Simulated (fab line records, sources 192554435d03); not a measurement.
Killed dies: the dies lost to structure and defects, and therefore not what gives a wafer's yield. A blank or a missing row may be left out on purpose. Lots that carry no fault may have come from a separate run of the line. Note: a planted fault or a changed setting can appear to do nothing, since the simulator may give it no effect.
Chamber matching | flow n5_finfet | N5_BEOL_M4_CO_CAP_55 on cvd_co-02 has 3 sister chambers
The step material Co, precursor CCTBA/H2, target thk 2 nm, time 102.1 s. 6 wafers are shown with their chamber, then 12 later ones without.

WAFERS, EACH WITH ITS CHAMBER
wafer  | chamber | heater_power_w (W) | susceptor_temp_C (C)
L091.1 | 0       | 251                | 199.93
L092.5 | 1       | 325                | 200.01
L092.6 | 2       | 224                | 200.06
L093.2 | 0       | 252                | 199.91
L093.4 | 2       | 223                | 200.10
L093.6 | 1       | 318                | 200.14

WAFERS WITHOUT THEIR CHAMBER
wafer  | heater_power_w (W) | susceptor_temp_C (C)
L094.1 | 314                | 200.16
L094.5 | 318                | 200.20
L094.6 | 258                | 199.92
L095.2 | 254                | 199.94
L095.4 | 248                | 199.89
L095.6 | 227                | 200.01
L096.1 | 309                | 200.09
L096.2 | 262                | 199.84
L096.6 | 230                | 199.95
L097.2 | 225                | 200.05
L097.3 | 250                | 199.87
L097.5 | 224                | 200.12

CHAMBER TAKEN BY EACH
wafer  | from the rows above | in truth
L094.1 | 1                   | 1
L094.5 | 1                   | 1
L094.6 | 0                   | 0
L095.2 | 0                   | 0
L095.4 | 0                   | 0
L095.6 | 2                   | 2
L096.1 | 1                   | 1
L096.2 | 0                   | 0
L096.6 | 2                   | 2
L097.2 | 2                   | 2
L097.3 | 0                   | 0
L097.5 | 2                   | 2
Placed correctly: 12 of 12. From these rows, 0 cannot be placed. 0 placed wrongly.
How it was worked out, from the rows above alone: a wafer's distance from a chamber is the root of the sum, over the readings, of the square of ((its reading less the chamber's mean) divided by the reading's scatter). If the next closest chamber is less than 2 further off than the closest, the wafer can't be placed; otherwise it belongs to the closest. Each chamber's mean is taken over the wafers shown for it. The scatter is the square root of a quotient: the sum, over the shown wafers, of each reading's squared deviation from its chamber's mean, divided by wafers minus chambers.
